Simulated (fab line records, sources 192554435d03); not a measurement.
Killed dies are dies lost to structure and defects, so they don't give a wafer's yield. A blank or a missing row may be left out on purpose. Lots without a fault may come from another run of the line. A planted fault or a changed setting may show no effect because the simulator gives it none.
Split-lot experiment | flow n5_finfet | 7 lots, 21 wafers read, on a route of 1938 steps

THE SPLIT
At N5_BEOL_M5_TRENCH_ETCH_37 (etches SiCOH lowk in C4F6/O2, target depth 71.652 nm, time 24.7 s), the setting bias_w was moved away from the recipe's 185 W on 10 of the 21 wafers read, by -16.2% to +17.8%. The other wafers ran this setting at the recipe's value.

FROM THE SPLIT TO THE READING: what the file shows between them, 15 steps
- N5_BEOL_M5_ETCH_41: etches SiCN in CH3F/O2, target depth 31.5 nm, time 56.7 s
- N5_BEOL_M5_STRIP_91: strips in N2/H2, time 10 s
- N5_BEOL_M5_PRECLEAN_42: cleans in residue remover, time 60 s
- N5_BEOL_M5_SRD_43: time 30 s
- N5_BEOL_M5_CD_MEAS_35: target cd 28 nm, target cd y 24 nm
- N5_BEOL_M5_CURE_80: cures SiCOH lowk, time 120 s
- N5_BEOL_M5_DEGAS_44: time 60 s
- N5_BEOL_M5_ECD_50: material Cu, target thk 300 nm
- N5_BEOL_M5_ANNEAL_51: time 90 s
- N5_BEOL_M5_CMP_52: polishes, stops on SiCOH lowk, t overpolish 6.9 s, target thk 62 nm
- N5_BEOL_M5_THK_MEAS_53: measures by xrf
- N5_BEOL_M5_PRE_CLEAN_77: time 15 s
- N5_BEOL_M5_CO_CAP_78: material Co, precursor CCTBA/H2, target thk 2 nm, time 102.1 s
- N5_BEOL_M5_PRE_CLEAN_55: time 15 s
- N5_BEOL_M5_DEP_56: deposits SiCN from 3MS/NH3, target thk 8 nm, time 14 s

THE READING
M5_RS, in ohm/sq, at N5_BEOL_M5_RS_MEAS_57 (measures by four-point-probe). Fault-free wafers of this fab line usually give 0.390 ohm/sq, standard deviation 0.011 ohm/sq.

wafer  | tool, chamber at the split | bias_w as run, W | against the recipe | M5_RS, ohm/sq | against lot-mates on the recipe
L076.1 | rie_diel-02, 3             | 185              | recipe             | 0.363         | -
L076.3 | rie_diel-02, 0             | 163.1            | -11.8%             | 0.398         | +0.030
L076.6 | rie_diel-02, 1             | 185              | recipe             | 0.374         | -
L077.1 | rie_diel-03, 0             | 185              | recipe             | 0.378         | -
L077.2 | rie_diel-03, 2             | 185              | recipe             | 0.373         | -
L077.6 | rie_diel-03, 3             | 185              | recipe             | 0.390         | -
L081.1 | rie_diel-02, 2             | 185              | recipe             | 0.382         | -
L081.2 | rie_diel-02, 0             | 185              | recipe             | 0.388         | -
L081.3 | rie_diel-02, 3             | 185              | recipe             | 0.376         | -
L084.2 | rie_diel-02, 2             | 185              | recipe             | 0.389         | -
L084.4 | rie_diel-02, 0             | 163.9            | -11.4%             | 0.415         | +0.025
L084.6 | rie_diel-02, 3             | 185              | recipe             | 0.391         | -
L085.1 | rie_diel-02, 3             | 217.9            | +17.8%             | 0.361         | no lot-mate on the recipe
L085.2 | rie_diel-02, 0             | 217.9            | +17.8%             | 0.366         | no lot-mate on the recipe
L085.5 | rie_diel-02, 2             | 217.9            | +17.8%             | 0.366         | no lot-mate on the recipe
L088.1 | rie_diel-01, 3             | 155.1            | -16.2%             | 0.413         | no lot-mate on the recipe
L088.5 | rie_diel-01, 2             | 155.1            | -16.2%             | 0.423         | no lot-mate on the recipe
L088.6 | rie_diel-01, 1             | 155.1            | -16.2%             | 0.429         | no lot-mate on the recipe
L094.1 | rie_diel-02, 2             | 185              | recipe             | 0.383         | -
L094.3 | rie_diel-02, 1             | 161.4            | -12.8%             | 0.423         | +0.040
L094.6 | rie_diel-02, 2             | 161.4            | -12.8%             | 0.416         | +0.033

THE FIT
A straight line over all 21 wafers: M5_RS changes by -0.0018 ohm/sq for each +1% of bias_w; r = -0.88; the points scatter about the line by 0.01 ohm/sq.
The same after taking each lot's own level away (the mean of its wafers on the recipe; 15 wafers): -0.00263 ohm/sq for each +1%; r = -0.95; scatter 0.0052 ohm/sq.
On that fit, the largest move of bias_w shifts the reading by 0.047 ohm/sq.
The lots' own levels span 0.3685 to 0.3900 ohm/sq, that is 2.0 times the standard deviation above.
So the lot-to-lot level changes the slope: the two fits differ.
Check: with one of the wafers moved furthest among these (-12.8%) left out of the fit, the line predicts +0.0311 ohm/sq for it against its lot-mates. It came out at +0.04 ohm/sq against them.

OTHER SPLITS ON THESE WAFERS
These wafers also went through other splits before the reading. Each is held against what the fit with the lots' levels taken away leaves over:
other split on the same wafers | wafers away from the commonest value | r with M5_RS (lot level and that fit taken away)
N5_BEOL_M5_EXPOSE_08 dose_mj   | 9                                    | +0.02

THE WHOLE CHAIN: every reading that the file lists as answering this split, in the file's order
step                   | what it does                                                        | reading                                                                      | change (the file's fit)               | r (the file's)
N5_BEOL_M5_CMP_52      | polishes, stops on SiCOH lowk, t overpolish 6.9 s, target thk 62 nm | Cu_of_BEOL_M5_ECD_50.thk_nm (the simulator's own value, which no gauge read) | +0.318 nm for each +1% of the setting | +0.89
N5_BEOL_M5_THK_MEAS_53 | measures by xrf                                                     | M5_THK                                                                       | +0.328 for each +1% of the setting    | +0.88
N5_BEOL_M5_RS_MEAS_57  | measures by four-point-probe                                        | M5_RS                                                                        | -0.00251 for each +1% of the setting  | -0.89

THE FILE'S OWN FIT
M5_RS changes by -0.00251 ohm/sq for each +1% of bias_w, r = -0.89.
